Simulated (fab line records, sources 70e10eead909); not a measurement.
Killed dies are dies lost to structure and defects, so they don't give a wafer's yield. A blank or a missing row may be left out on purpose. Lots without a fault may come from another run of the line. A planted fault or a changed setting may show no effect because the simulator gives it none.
fab line records | flow nand_harc
record lots=23 wafers=69 last_day=33
route steps=1302 shown A_STAIRCASE@807 A_SLIT@935
lots that met no fault: from a run of the same line without faults
start_h: hours from the record's first day to the start of the lot's first wafer shown | wait_h: hours since the lot's step before | " the same as in the row above | L1.1+2: a row that stands for several wafers | - no value, or no start given | * or withheld: withheld | < > ~ a bound
route shown NAME@n: a module of which the file shows steps, and the number in the route of the first | usual: mean/standard deviation of fault-free wafers | same: alike in all rows | chamber/n: place in a boat | sites: the reading at each site | _std_site: their standard deviation | _edge_site: outer sites' mean less inner sites' | radius_mm: how far each site lies from the wafer's centre | mask NAME#n: copy n | behind: the tool/chamber that last shaped the wafer | hold: why the lot was held/for how many hours/how that ended | device: the transistor (n, p or np) that didn't switch | end of line: the same wafers' tests at the end of the route | a step without rows: its recipe alone | killed: dies lost to structure and defects at the first sort, not the wafer's yield | map: a wafer's dies, x killed, . not, _ none there
set.NAME: the setting as run; set.NAME@STEP: as run at that earlier step | model.NAME: the simulator's own value behind a step, which no gauge read
steps of the route over a sample of lots; a table a step, a row a wafer
services: from which hour (start_h, from the record's first day; less than 0 if before it) a tool's chamber was out of use, for how many hours, and why
## steps
# step NHARC_A_STAIRCASE_DESCUM_291
# recipe time_s=3 o2_flow_sccm=200 ar_flow_sccm=0 bias_power_w=0 chemistry=O2
# usual drypump_motor_current_A=5.9/0.38 mfc_ar_sccm=0.012/0.014 oes_product_au=0.998/0.0097 rf_vpp_V=57.8/0.92 showerhead_plenum_p_Torr=1.90/0.071 throttle_valve_pct=11.312/0.0089
# columns lot.wafer tool chamber start_h wait_h drypump_motor_current_A mfc_ar_sccm oes_product_au rf_hours_counter_h rf_vpp_V showerhead_plenum_p_Torr throttle_valve_pct
L074.2 rie_diel-09 0 378.27 - 6.1 0.015 0.994 17 58.2 1.89 11.302
L074.1 " 3 " " 5.8 0.035 0.987 14 58.2 1.92 11.304
L074.5 " 1 " " 6.2 0.039 1.002 - 57.9 1.87 11.308
L077.2 rie_diel-09 3 399.12 - 5.9 0.035 0.985 21 57.9 1.91 11.329
L077.1 " 0 " " 6.0 0.015 0.996 23 56.9 1.89 11.310
L077.6 " 3 " " 5.8 0.035 0.987 - 56.6 1.91 11.322
L076.3 rie_diel-10 3 399.92 - 6.3 0 0.993 48 58.0 1.88 11.300
L076.1 " 0 " " 5.7 0 0.991 56 57.9 1.87 11.319
L076.2 " 1 " " 5.0 0.002 0.990 58 55.1 1.94 11.308
L078.2 rie_diel-10 1 413.23 - 5.0 0.002 0.990 61 57.4 1.94 11.323
L078.3 " 2 " " 5.8 0.003 0.983 37 57.8 1.88 11.310
L078.6 " 3 " " 6.2 0 1.004 - 56.5 1.88 11.312
L080.1 rie_diel-09 0 423.90 - 6.1 0.015 0.998 35 57.0 1.89 11.312
L080.3 " 1 " " 6.2 0.039 1.012 29 59.0 1.87 11.312
L080.2 " 3 " " 5.9 0.035 0.998 32 57.4 1.91 11.312
L081.3 rie_diel-02 0 437.79 - 6.1 0.016 0.991 9 59.1 2.06 11.311
L081.2 " 1 " " 5.8 0.026 0.990 14 60.1 1.96 11.322
L081.4 " 2 " " 6.5 0 0.999 14 59.0 2.05 11.318
L079.2 rie_diel-02 1 442.00 - 5.8 0.026 0.994 15 59.7 1.96 11.301
L079.4 " 2 " " 6.5 0 1.002 15 59.8 2.05 11.316
L079.5 " 1 " " 5.8 0.026 1.002 - 56.9 1.96 11.306
L083.3 rie_diel-10 1 462.46 - 5.0 0.002 1.008 11 57.6 1.94 11.314
L083.6 " 0 " " 5.7 0 1.006 - 58.0 1.86 11.313
L083.4 " 1 " " 5.0 0.002 1.015 - 59.0 1.94 11.307
L082.1 rie_diel-09 2 465.22 - 6.1 0.019 1.006 43 57.2 1.79 11.312
L082.2 " 3 " " 5.8 0.035 0.999 42 58.2 1.91 11.310
L082.5 " 2 " " 6.2 0.019 1.001 - 58.2 1.79 11.298
L084.4 rie_diel-09 0 484.01 - 6.0 0.015 0.996 52 57.9 1.88 11.306
L084.5 " 3 " " 5.8 0.035 1.002 - 58.2 1.91 11.306
L084.6 " 0 " " 6.0 0.015 0.988 - 56.8 1.88 11.324
L085.2 rie_diel-02 0 493.89 - 6.1 0.016 0.990 26 58.0 2.05 11.303
L085.6 " 1 " " 5.8 0.026 1.000 - 56.9 1.96 11.313
L085.5 " 2 " " 6.5 0 1.002 - 58.6 2.04 11.316
L087.4 rie_diel-02 1 495.56 - 5.8 0.026 0.997 27 57.5 1.96 11.313
L087.1 " 2 " " 6.4 0 0.991 30 57.8 2.04 11.327
L087.6 " 2 " " 6.4 0 0.992 - 57.7 2.04 11.319
L086.4 rie_diel-10 1 500.57 - 5.0 0.002 1.006 25 58.4 1.93 11.319
L086.3 " 2 " " 5.7 0.003 1.008 17 57.0 1.88 11.311
L086.5 " 1 " " 5.0 0.002 1.012 - 58.6 1.93 11.325
L088.3 rie_diel-10 3 523.82 - 6.2 0 0.993 33 57.5 1.87 11.301
L088.6 " 0 " " 5.7 0 0.989 - 57.4 1.85 11.328
L088.5 " 1 " " 5.0 0.002 0.994 - 57.6 1.93 11.317
L089.2 rie_diel-10 1 524.18 - 5.0 0.002 0.991 33 56.7 1.93 11.308
L089.6 " 3 " " 6.2 0 0.995 - 57.0 1.86 11.326
L089.5 " 0 " " 5.8 0 0.990 - 59.1 1.85 11.321
L090.1 rie_diel-09 0 540.43 - 6.1 0.015 1.024 12 59.0 1.88 11.321
L090.4 " 1 " " 6.2 0.039 0.986 5 58.6 1.86 11.311
L090.2 " 2 " " 6.1 0.019 0.999 11 59.2 1.79 11.310
L091.1 rie_diel-02 2 542.31 - 6.5 0 0.989 47 59.6 2.04 11.289
L091.3 " 3 " " 5.5 0.001 0.999 45 56.0 1.83 11.310
L091.4 " 1 " " 5.9 0.026 1.011 46 59.4 1.95 11.279
L093.4 rie_diel-02 0 552.70 - 6.1 0.016 1.012 49 57.3 2.04 11.304
L093.1 " 1 " " 5.8 0.026 1.005 51 57.3 1.95 11.322
L093.2 " 3 " " 5.5 0.001 0.990 48 58.8 1.83 11.312
L092.1 rie_diel-09 0 558.13 - 6.0 0.015 1.024 21 57.9 1.87 11.315
L092.4 " 1 " " 6.2 0.039 0.996 14 57.5 1.85 11.296
L092.5 " 1 " " 6.2 0.039 0.993 - 57.4 1.86 11.303
L094.3 rie_diel-02 0 582.86 - 6.1 0.016 0.996 1 58.3 2.04 11.319
L094.6 " 2 " " 6.5 0 0.993 - 55.9 2.03 11.305
L094.4 " 3 " " 5.5 0.001 0.992 - 57.1 1.83 11.298
L095.4 rie_diel-10 2 583.46 - 5.8 0.003 0.998 47 58.4 1.87 11.306
L095.2 " 3 " " 6.2 0 1.006 48 57.6 1.86 11.307
L095.1 " 1 " " 5.0 0.002 0.999 52 57.2 1.92 11.308
L097.4 rie_diel-09 2 594.98 - 6.1 0.019 1.016 30 57.7 1.78 11.315
L097.3 " 0 " " 6.1 0.015 1.022 36 58.0 1.87 11.310
L097.2 " 1 " " 6.2 0.039 1.004 27 57.2 1.85 11.311
L096.3 rie_diel-10 1 595.85 - 5.0 0.002 0.995 56 59.2 1.92 11.323
L096.2 " 0 " " 5.8 0 1.011 52 57.3 1.85 11.306
L096.6 " 2 " " 5.7 0.003 1.000 - 58.4 1.87 11.315
# step NHARC_A_STAIRCASE_ETCH_315
# recipe target_depth_a=25000 time_s=607.1 ion_energy_ev=800 c4f8_flow_sccm=80 o2_flow_sccm=60 ar_flow_sccm=withheld rf_w=600 bias_w=3000 chemistry=C4F8/O2/Ar
# usual oes_product_au=0.932/0.012 rf_vpp_V=1826/9.9
# columns lot.wafer tool chamber start_h wait_h oes_product_au rf_hours_counter_h rf_vpp_V
L074.1 rie_diel-10 3 - - 0.948 44 1823
L074.2 " 1 " " 0.921 56 1830
L074.5 " 2 " " 0.930 - 1823
L077.1 rie_diel-10 3 - - 0.934 49 1822
L077.2 " 0 " " 0.927 58 1820
L077.6 " 3 " " 0.941 - 1823
L076.3 rie_diel-02 3 - - 0.954 1 1818
L076.2 " 1 " " 0.930 1 1835
L076.1 " 2 " " 0.931 1 1846
L078.2 rie_diel-02 3 - - 0.940 7 1819
L078.3 " 0 " " 0.932 8 1845
L078.6 " 1 " " 0.920 - 1831
L080.3 rie_diel-10 0 - - 0.932 0 1821
L080.1 " 2 " " 0.943 0 1821
L080.2 " 3 " " 0.943 0 1823
L081.2 rie_diel-09 0 - - 0.931 43 1825
L081.3 " 1 " " 0.926 37 1821
L081.4 " 3 " " 0.923 39 1829
L079.4 rie_diel-09 2 - - 0.923 40 1812
L079.2 " 0 " " 0.932 43 1824
L079.5 " 1 " " 0.932 - 1821
L082.2 rie_diel-09 0 - - 0.922 49 1823
L082.1 " 3 " " 0.923 45 1826
L082.5 " 1 " " 0.919 - 1820
L083.3 rie_diel-10 1 - - 0.942 17 1828
L083.4 " 0 " " 0.923 - 1820
L083.6 " 1 " " 0.945 - 1829
L084.4 rie_diel-10 3 - - 0.940 21 1821
L084.5 " 1 " " 0.964 - 1829
L084.6 " 2 " " 0.935 - 1822
L085.2 rie_diel-02 2 - - 0.925 33 1842
L085.6 " 2 " " 0.923 - 1843
L085.5 " 3 " " 0.910 - 1816
L087.1 rie_diel-10 0 - - 0.929 25 1819
L087.4 " 2 " " 0.931 20 1822
L087.6 " 0 " " 0.942 - 1819
L086.3 rie_diel-09 0 - - 0.943 1 1823
L086.5 " 3 " " 0.914 - 1825
L086.4 " 0 " " 0.959 - 1823
L088.3 rie_diel-02 3 - - 0.918 41 1816
L088.5 " 3 " " 0.917 - 1817
L088.6 " 0 " " 0.942 - 1843
L089.2 rie_diel-02 2 - - 0.916 43 1843
L089.6 " 0 " " 0.937 - 1843
L089.5 " 1 " " 0.919 - 1832
L090.2 rie_diel-02 0 - - 0.925 47 1844
L090.4 " 2 " " 0.926 49 1844
L090.1 " 3 " " 0.927 46 1816
L091.4 rie_diel-09 1 - - 0.924 11 1820
L091.3 " 2 " " 0.941 15 1808
L091.1 " 3 " " 0.920 15 1824
L093.4 rie_diel-10 3 - - 0.927 41 1822
L093.2 " 0 " " 0.926 39 1819
L093.1 " 2 " " 0.935 37 1822
L092.1 rie_diel-02 2 564.28 0.2 0.937 58 1843
L092.4 " 0 " " 0.931 - 1843
L092.5 " 2 " " 0.924 - 1843
L094.4 rie_diel-09 0 - - 0.942 34 1823
L094.3 " 2 " " 0.949 28 1811
L094.6 " 3 " " 0.917 - 1824
L095.2 rie_diel-02 3 - - 0.941 2 1816
L095.1 " 0 " " 0.936 2 1843
L095.4 " 2 " " 0.935 2 1843
L097.2 rie_diel-09 1 - - 0.940 29 1821
L097.3 " 2 " " 0.953 33 1809
L097.4 " 3 " " 0.930 34 1825
L096.3 rie_diel-09 2 - - 0.945 35 1811
L096.2 " 3 " " 0.928 37 1824
L096.6 " 0 " " 0.948 - 1821
# step NHARC_A_STAIRCASE_ALD_420
# recipe target_thk_a=200 pulse_time_s=6 ald_cycles=200 temp_c=300 material=SiO2
# usual heater_power_w=443/45 precursor_pulse_height_rel=0.999/0.021
# columns lot.wafer tool chamber start_h wait_h heater_power_w precursor_pulse_height_rel
L074.2 ald_hk-01 1 390.40 - 412 1.029
L074.1 " 2 " " 430 0.983
L074.5 " 1 " " 413 1.032
L077.2 ald_hk-03 0 412.28 0.3 425 0.999
L077.1 " 1 " " 349 0.991
L077.6 " 0 " " 428 1.005
L076.1 ald_hk-04 0 414.64 - 543 1.014
L076.2 " 1 " " 462 0.979
L076.3 " 2 " " 445 0.959
L078.2 ald_hk-04 3 430.83 - 508 1.004
L078.3 " 1 " " 451 0.984
L078.6 " 3 " " 506 1.012
L080.3 ald_hk-01 2 436.69 - 428 1.011
L080.1 " 3 " " 430 1.024
L080.2 " 1 " " 418 1.007
L081.2 ald_hk-03 1 458.11 - 350 0.979
L081.4 " 2 " " 424 1.033
L081.3 " 3 " " 443 1.002
L079.2 ald_hk-01 1 461.09 - 422 0.995
L079.4 " 2 " " 433 1.006
L079.5 " 0 " " 509 1.031
L083.3 ald_hk-03 0 478.39 - 427 1.028
L083.4 " 1 " " 343 0.997
L083.6 " 3 " " 443 0.978
L082.2 ald_hk-03 3 479.02 - 450 0.962
L082.1 " 1 " " 348 1.000
L082.5 " 0 " " 431 1.004
L084.4 ald_hk-01 0 499.36 - 483 1.019
L084.6 " 2 " " 411 0.992
L084.5 " 3 " " 421 0.984
L085.2 ald_hk-01 0 510.34 - 488 1.015
L085.6 " 1 " " 421 1.006
L085.5 " 2 " " 418 1.011
L087.1 ald_hk-01 0 512.17 - 486 0.985
L087.4 " 1 " " 420 0.986
L087.6 " 0 " " 482 0.987
L086.3 ald_hk-04 2 516.97 - 420 0.959
L086.4 " 0 " " 539 0.999
L086.5 " 1 " " 471 0.995
L088.3 ald_hk-03 0 536.36 - 434 0.950
L088.6 " 3 " " 444 0.999
L088.5 " 0 " " 432 0.991
L089.2 ald_hk-04 2 540.53 - 426 0.986
L089.6 " 0 " " 525 0.996
L089.5 " 1 " " 475 1.005
L090.2 ald_hk-01 3 553.48 - 415 1.016
L090.1 " 0 " " 495 1.019
L090.4 " 1 " " 418 1.006
L091.1 ald_hk-03 1 557.11 - 341 1.014
L091.4 " 3 " " 457 0.985
L091.3 " 0 " " 430 0.959
L093.2 ald_hk-01 1 567.12 - 424 1.025
L093.1 " 2 " " 425 0.958
L093.4 " 3 " " 412 0.997
L092.1 ald_hk-04 0 571.31 - 541 1.010
L092.4 " 1 " " 472 0.978
L092.5 " 2 " " 419 1.029
L094.4 ald_hk-03 1 595.28 - 353 1.008
L094.3 " 0 " " 440 1.027
L094.6 " 2 " " 421 0.983
L095.2 ald_hk-04 2 595.28 - 415 1.016
L095.4 " 3 " " 512 0.994
L095.1 " 0 " " 542 0.979
L097.4 ald_hk-01 3 607.49 - 438 1.008
L097.3 " 0 " " 481 0.953
L097.2 " 1 " " 427 0.996
L096.3 ald_hk-01 1 611.53 - 414 1.012
L096.2 " 2 " " 422 0.990
L096.6 " 0 " " 474 0.989
# step NHARC_A_STAIRCASE_DESCUM_443
# recipe time_s=3 o2_flow_sccm=200 ar_flow_sccm=0 bias_power_w=0 chemistry=O2
# usual drypump_motor_current_A=5.9/0.37 mfc_ar_sccm=0.013/0.013 oes_product_au=1.000/0.012 rf_vpp_V=57.8/0.87 showerhead_plenum_p_Torr=1.91/0.082 throttle_valve_pct=11.311/0.0093
# columns lot.wafer tool chamber start_h wait_h drypump_motor_current_A mfc_ar_sccm oes_product_au rf_hours_counter_h rf_vpp_V showerhead_plenum_p_Torr throttle_valve_pct
L074.2 rie_diel-02 3 420.73 - 5.5 0.001 1.003 5 58.0 1.84 11.313
L074.1 " 2 " " 6.4 0 0.994 7 60.4 2.05 11.322
L074.5 " 0 " " 6.1 0.016 0.998 - 57.4 2.06 11.318
L076.2 rie_diel-02 1 447.23 - 5.8 0.026 0.996 16 59.4 1.96 11.321
L076.1 " 2 " " 6.5 0 0.998 16 59.2 2.05 11.301
L076.3 " 3 " " 5.5 0.001 0.996 11 58.5 1.84 11.319
L077.1 rie_diel-10 1 447.40 - 5.0 0.002 1.013 5 59.2 1.94 11.322
L077.2 " 2 " " 5.7 0.003 0.979 5 57.6 1.88 11.317
L077.6 " 3 " " 6.2 0 0.994 - 57.7 1.87 11.317
L078.2 rie_diel-02 0 461.95 - 6.1 0.016 1.004 15 57.2 2.05 11.305
L078.3 " 3 " " 5.5 0.001 0.996 15 57.0 1.84 11.299
L078.6 " 0 " " 6.1 0.016 0.995 - 58.7 2.05 11.323
L080.1 rie_diel-10 0 468.62 - 5.7 0 0.995 12 57.5 1.86 11.298
L080.2 " 1 " " 5.0 0.002 1.010 13 58.2 1.94 11.316
L080.3 " 3 " " 6.2 0 0.995 11 57.9 1.87 11.299
L081.2 rie_diel-09 3 495.84 - 5.8 0.035 0.995 49 57.7 1.90 11.328
L081.4 " 1 " " 6.2 0.039 0.999 49 59.0 1.86 11.293
L081.3 " 2 " " 6.1 0.019 1.008 51 57.6 1.79 11.311
L079.4 rie_diel-02 0 496.02 - 6.1 0.016 0.987 26 58.8 2.05 11.318
L079.2 " 1 " " 5.8 0.026 0.995 27 56.9 1.96 11.296
L079.5 " 3 " " 5.5 0.001 0.986 - 58.7 1.84 11.301
L082.2 rie_diel-02 3 515.27 - 5.5 0.001 0.991 35 58.2 1.83 11.313
L082.1 " 1 " " 5.8 0.026 1.018 34 57.4 1.95 11.299
L082.5 " 2 " " 6.4 0 1.001 - 58.5 2.04 11.304
L083.3 rie_diel-09 0 515.42 - 6.0 0.015 1.034 2 56.9 1.88 11.327
L083.4 " 0 " " 6.0 0.015 1.029 - 58.5 1.88 11.294
L083.6 " 2 " " 6.2 0.019 1.011 - 57.2 1.79 11.318
L084.4 rie_diel-10 2 538.69 - 5.7 0.003 1.013 30 57.4 1.87 11.308
L084.6 " 1 " " 5.0 0.002 1.002 - 58.1 1.93 11.304
L084.5 " 2 " " 5.7 0.003 1.006 - 58.0 1.87 11.304
L085.2 rie_diel-02 3 547.55 - 5.5 0.001 0.992 47 58.0 1.83 11.292
L085.5 " 0 " " 6.1 0.016 0.998 - 58.4 2.04 11.315
L085.6 " 1 " " 5.8 0.026 1.014 - 57.6 1.95 11.284
L087.4 rie_diel-09 0 547.76 - 6.0 0.015 1.019 14 57.3 1.88 11.309
L087.1 " 2 " " 6.1 0.019 1.020 13 56.5 1.79 11.290
L087.6 " 0 " " 6.0 0.015 1.028 - 57.9 1.88 11.325
L086.3 rie_diel-02 2 554.93 - 6.5 0 0.984 53 57.9 2.04 11.315
L086.5 " 2 " " 6.4 0 0.987 - 58.6 2.04 11.300
L086.4 " 0 " " 6.1 0.016 0.998 - 59.6 2.04 11.307
L088.3 rie_diel-09 2 572.22 - 6.2 0.019 1.018 22 57.6 1.78 11.313
L088.5 " 2 " " 6.1 0.019 1.017 - 56.9 1.78 11.296
L088.6 " 3 " " 5.9 0.035 0.987 - 56.2 1.90 11.313
L089.2 rie_diel-10 2 572.38 - 5.8 0.003 1.010 40 57.2 1.87 11.317
L089.5 " 2 " " 5.8 0.003 1.007 - 57.5 1.87 11.305
L089.6 " 3 " " 6.2 0 0.997 - 56.3 1.86 11.307
L090.2 rie_diel-02 3 591.10 - 5.5 0.001 1.012 2 57.6 1.83 11.313
L090.4 " 1 " " 5.8 0.026 1.013 0 57.5 1.95 11.291
L090.1 " 2 " " 6.4 0 1.008 2 57.5 2.03 11.319
L091.3 rie_diel-10 0 591.32 - 5.8 0 0.994 48 57.0 1.85 11.314
L091.1 " 1 " " 5.0 0.002 0.994 54 58.6 1.92 11.316
L091.4 " 3 " " 6.2 0 0.987 51 57.0 1.86 11.302
L092.1 rie_diel-02 0 601.27 - 6.2 0.016 1.000 8 58.0 2.04 11.317
L092.4 " 1 " " 5.8 0.026 0.995 6 58.9 1.95 11.311
L092.5 " 3 " " 5.5 0.001 0.996 - 57.6 1.83 11.319
L093.2 rie_diel-09 3 601.52 - 5.8 0.035 0.987 35 58.2 1.89 11.315
L093.1 " 0 " " 6.0 0.015 1.018 38 58.6 1.87 11.315
L093.4 " 1 " " 6.2 0.039 0.992 29 59.3 1.85 11.313
L094.4 rie_diel-10 1 630.24 - 5.0 0.002 0.996 4 57.5 1.92 11.317
L094.3 " 0 " " 5.8 0 0.998 4 57.7 1.85 11.322
L094.6 " 2 " " 5.7 0.003 0.973 - 58.4 1.86 11.308
L095.1 rie_diel-02 3 630.40 - 5.5 0.001 1.005 13 57.8 1.83 11.308
L095.2 " 1 " " 5.8 0.026 0.992 14 58.1 1.94 11.321
L095.4 " 3 " " 5.5 0.001 0.997 - 57.5 1.83 11.305
L097.2 rie_diel-09 3 638.81 - 5.8 0.035 0.973 48 57.5 1.89 11.321
L097.3 " 1 " " 6.2 0.039 1.003 45 56.7 1.85 11.308
L097.4 " 1 " " 6.2 0.039 0.991 - 57.7 1.85 11.309
L096.2 rie_diel-02 0 646.43 - 6.1 0.016 0.997 21 57.3 2.03 11.297
L096.3 " 1 " " 5.8 0.026 0.991 22 58.7 1.94 11.305
L096.6 " 0 " " 6.1 0.016 0.992 - 57.2 2.03 11.319
# step NHARC_A_STAIRCASE_ETCHBACK_422
# recipe target_depth_a=400 over_etch_frac=0.3 time_s=74.286 ion_energy_ev=120 ch3f_flow_sccm=50 o2_flow_sccm=30 ar_flow_sccm=200 rf_w=500 bias_w=100 chemistry=CH3F/O2
# usual drypump_motor_current_A=5.9/0.4 mfc_ar_sccm=200.0/0.59 oes_product_au=0.96/0.038 rf_vpp_V=244.0/1.4 showerhead_plenum_p_Torr=2.43/0.08 throttle_valve_pct=20.663/0.0085
# columns lot.wafer tool chamber start_h wait_h drypump_motor_current_A mfc_ar_sccm oes_product_au rf_hours_counter_h rf_vpp_V showerhead_plenum_p_Torr throttle_valve_pct
L074.1 rie_diel-02 2 426.59 0.2 6.5 201.2 1.01 12 245.4 2.63 20.663
L074.2 " 3 " " 5.5 199.4 1.00 8 244.0 2.37 20.671
L074.5 " 1 " " 5.8 200.7 0.98 - 245.8 2.52 20.662
L076.3 rie_diel-09 3 453.00 0.1 5.8 199.7 0.93 39 244.3 2.45 20.661
L076.2 " 0 " " 6.0 200.0 0.92 43 244.5 2.42 20.662
L076.1 " 1 " " 6.2 199.7 0.93 37 243.3 2.40 20.665
L077.2 rie_diel-10 3 453.17 0.1 6.2 200.6 0.97 6 242.1 2.41 20.666
L077.1 " 2 " " 5.8 200.1 0.97 9 244.4 2.42 20.659
L077.6 " 3 " " 6.2 200.5 0.96 - 244.7 2.41 20.664
L078.3 rie_diel-10 1 467.72 0.1 5.0 200.9 1.01 13 245.6 2.49 20.664
L078.2 " 3 " " 6.2 200.3 1.01 11 243.6 2.41 20.667
L078.6 " 3 " " 6.2 200.7 1.00 - 244.1 2.41 20.665
L080.2 rie_diel-10 1 475.64 0.1 5.0 199.9 1.01 18 243.8 2.48 20.657
L080.3 " 3 " " 6.2 199.3 0.99 16 242.8 2.41 20.656
L080.1 " 0 " " 5.7 199.4 0.99 16 243.6 2.39 20.679
L081.3 rie_diel-02 3 501.74 0.3 5.5 199.8 0.91 31 243.5 2.36 20.666
L081.4 " 0 " " 6.1 199.5 0.93 31 247.0 2.63 20.666
L081.2 " 1 " " 5.8 200.6 0.92 30 245.5 2.51 20.665
L079.4 rie_diel-10 1 502.18 0.1 5.0 200.3 0.99 25 243.5 2.48 20.657
L079.2 " 3 " " 6.2 199.5 0.98 24 243.2 2.40 20.658
L079.5 " 1 " " 5.1 200.2 1.00 - 243.1 2.48 20.674
L082.1 rie_diel-02 2 521.10 0.2 6.4 200.2 1.00 40 247.6 2.62 20.688
L082.2 " 3 " " 5.5 199.9 0.99 39 243.4 2.36 20.668
L082.5 " 1 " " 5.9 199.2 1.00 - 246.3 2.51 20.655
L083.3 rie_diel-10 1 522.40 0.2 5.1 199.8 0.92 32 245.3 2.48 20.669
L083.4 " 2 " " 5.7 199.4 0.92 26 243.2 2.41 20.643
L083.6 " 3 " " 6.2 200.1 0.92 - 244.4 2.40 20.656
L084.4 rie_diel-10 0 544.53 0.1 5.7 200.8 0.98 37 242.4 2.38 20.653
L084.6 " 3 " " 6.2 201.5 0.98 - 243.3 2.40 20.660
L084.5 " 0 " " 5.7 200.6 0.97 - 244.2 2.38 20.659
L085.2 rie_diel-10 2 553.52 0.1 5.7 200.5 0.92 35 245.2 2.40 20.662
L085.5 " 3 " " 6.2 200.8 0.92 - 244.5 2.40 20.671
L085.6 " 1 " " 5.0 200.4 0.93 - 245.4 2.48 20.661
L087.1 rie_diel-09 1 553.71 0.1 6.2 200.6 0.99 12 243.8 2.39 20.676
L087.4 " 0 " " 6.1 200.6 1.02 19 243.8 2.41 20.663
L087.6 " 2 " " 6.2 199.2 1.01 - 241.8 2.30 20.660
L086.3 rie_diel-09 3 561.63 0.1 5.8 199.4 0.91 20 244.9 2.44 20.654
L086.4 " 2 " " 6.2 200.9 0.93 20 243.5 2.30 20.664
L086.5 " 0 " " 6.1 201.1 0.94 - 242.9 2.41 20.666
L088.3 rie_diel-09 1 578.05 0.2 6.2 199.2 0.99 21 243.3 2.38 20.676
L088.5 " 2 " " 6.1 200.0 1.03 - 242.3 2.30 20.659
L088.6 " 3 " " 5.8 199.4 0.99 - 243.4 2.44 20.658
L089.2 rie_diel-10 2 578.30 0.2 5.7 199.9 0.93 45 244.9 2.40 20.677
L089.5 " 2 " " 5.8 199.9 0.93 - 242.0 2.40 20.661
L089.6 " 3 " " 6.2 199.3 0.91 - 244.8 2.39 20.657
L090.2 rie_diel-10 2 596.96 0.1 5.7 200.2 0.92 51 244.8 2.40 20.660
L090.4 " 3 " " 6.2 199.9 0.92 55 243.7 2.39 20.665
L090.1 " 1 " " 5.0 200.5 0.92 57 243.9 2.47 20.665
L091.3 rie_diel-09 1 597.13 0.1 6.3 200.8 0.93 27 244.1 2.38 20.663
L091.1 " 2 " " 6.2 199.5 0.94 31 241.1 2.29 20.662
L091.4 " 3 " " 5.9 199.9 0.92 33 244.8 2.43 20.657
L092.1 rie_diel-09 0 607.11 0.2 6.1 200.2 0.94 42 245.2 2.40 20.645
L092.4 " 2 " " 6.2 200.4 0.95 35 242.4 2.29 20.665
L092.5 " 3 " " 5.8 199.6 0.92 - 244.0 2.43 20.656
L093.4 rie_diel-10 3 607.51 0.2 6.3 199.8 0.99 0 243.9 2.39 20.689
L093.2 " 0 " " 5.7 201.4 1.00 0 243.3 2.38 20.668
L093.1 " 1 " " 5.0 199.4 0.99 0 244.5 2.47 20.670
L094.4 rie_diel-10 3 636.10 0.1 6.2 199.3 0.90 6 244.4 2.39 20.659
L094.3 " 2 " " 5.7 200.0 0.91 9 242.1 2.39 20.668
L094.6 " 3 " " 6.2 200.4 0.91 - 243.3 2.39 20.650
L095.1 rie_diel-02 2 636.29 0.1 6.5 199.5 1.00 16 245.8 2.60 20.662
L095.4 " 3 " " 5.5 200.2 1.00 15 244.3 2.35 20.663
L095.2 " 0 " " 6.1 200.7 0.99 18 247.1 2.61 20.655
L097.2 rie_diel-10 2 646.01 0.2 5.7 200.1 0.98 11 243.4 2.39 20.658
L097.3 " 3 " " 6.2 200.8 0.99 9 243.5 2.39 20.671
L097.4 " 0 " " 5.7 199.4 1.00 9 241.4 2.37 20.667
L096.3 rie_diel-10 3 652.51 0.1 6.2 199.4 0.98 12 245.8 2.39 20.659
L096.2 " 1 " " 5.1 200.2 0.99 14 244.4 2.46 20.656
L096.6 " 0 " " 5.7 199.7 0.99 - 242.0 2.37 20.661
# step NHARC_A_SLIT_INSPECT_11
# usual raw_defect_count=62/35
# columns lot.wafer tool chamber start_h wait_h raw_defect_count
L074.1 defect_inspect-02 - 450.02 0.0 73
L074.2 " - " " 55
L074.5 " - " " 52
L076.1 defect_inspect-02 - 467.77 0.0 111
L076.2 " - " " 124
L076.3 " - " " 117
L077.1 defect_inspect-02 - 468.72 0.0 25
L077.2 " - " " 17
L077.6 " - " " 17
L078.2 defect_inspect-01 - 482.06 0.0 114
L078.3 " - " " 101
L078.6 " - " " 108
L080.1 defect_inspect-01 - 492.05 0.0 89
L080.2 " - " " 84
L080.3 " - " " 92
L081.2 defect_inspect-02 - 515.64 0.0 98
L081.3 " - " " 127
L081.4 " - " " 114
L079.2 defect_inspect-02 - 515.90 0.0 64
L079.4 " - " " 60
L079.5 " - " " 66
L082.1 defect_inspect-01 - 534.96 0.0 112
L082.2 " - " " 109
L082.5 " - " " 140
L083.3 defect_inspect-02 - 536.34 0.0 24
L083.4 " - " " 24
L083.6 " - " " 26
L084.4 defect_inspect-01 - 559.61 0.0 16
L084.5 " - " " 11
L084.6 " - " " 13
L085.2 defect_inspect-01 - 570.06 0.0 40
L085.5 " - " " 30
L085.6 " - " " 42
L087.1 defect_inspect-01 - 570.33 0.0 57
L087.4 " - " " 54
L087.6 " - " " 55
L086.3 defect_inspect-02 - 579.92 0.0 43
L086.4 " - " " 36
L086.5 " - " " 40
L089.2 defect_inspect-02 - 592.65 0.0 18
L089.5 " - " " 19
L089.6 " - " " 29
L088.3 defect_inspect-02 - 593.59 0.0 92
L088.5 " - " " 74
L088.6 " - " " 83
L090.1 defect_inspect-01 - 612.66 0.0 104
L090.2 " - " " 88
L090.4 " - " " 86
L091.1 defect_inspect-01 - 612.82 0.0 22
L091.3 " - " " 34
L091.4 " - " " 24
L092.1 defect_inspect-02 - 624.73 0.0 51
L092.4 " - " " 56
L092.5 " - " " 48
L093.1 defect_inspect-01 - 627.52 0.0 23
L093.2 " - " " 23
L093.4 " - " " 21
L095.1 defect_inspect-01 - 654.65 0.0 59
L095.2 " - " " 79
L095.4 " - " " 89
L094.3 defect_inspect-02 - 655.16 0.0 48
L094.4 " - " " 41
L094.6 " - " " 44
L097.2 defect_inspect-01 - 660.97 0.0 44
L097.3 " - " " 50
L097.4 " - " " 65
L096.2 defect_inspect-01 - 669.52 0.0 33
L096.3 " - " " 34
L096.6 " - " " 30
## services
# columns tool chamber start_h hours kind
ald_hk-04 - 365.01 0.6 repair
rie_diel-10 0 374.39 - clean
ald_hk-03 - 390.94 10.0 pm
rie_diel-02 - 394.58 9.0 pm
rie_diel-10 - 420.48 9.0 pm
ald_hk-04 - 432.08 10.0 pm
rie_diel-09 3 434.06 7.0 repair
rie_diel-02 3 456.44 2.4 repair
rie_diel-10 2 461.74 16.5 repair
rie_diel-02 1 463.66 7.7 repair
ald_hk-04 - 476.97 2.1 repair
ald_hk-04 - 492.85 0.5 repair
rie_diel-09 - 498.74 9.0 pm
rie_diel-10 0 550.22 6.0 repair
rie_diel-10 - 557.67 0.4 repair
rie_diel-09 0 562.55 2.1 repair
ald_hk-03 - 569.06 10.0 pm
rie_diel-02 2 569.59 4.6 repair
rie_diel-02 - 571.81 9.0 pm
rie_diel-10 - 597.58 9.0 pm
ald_hk-03 - 604.18 11.2 repair
ald_hk-04 - 613.71 10.0 pm
rie_diel-02 0 620.00 10.5 repair
rie_diel-09 2 621.33 18.6 repair
## key
fault none
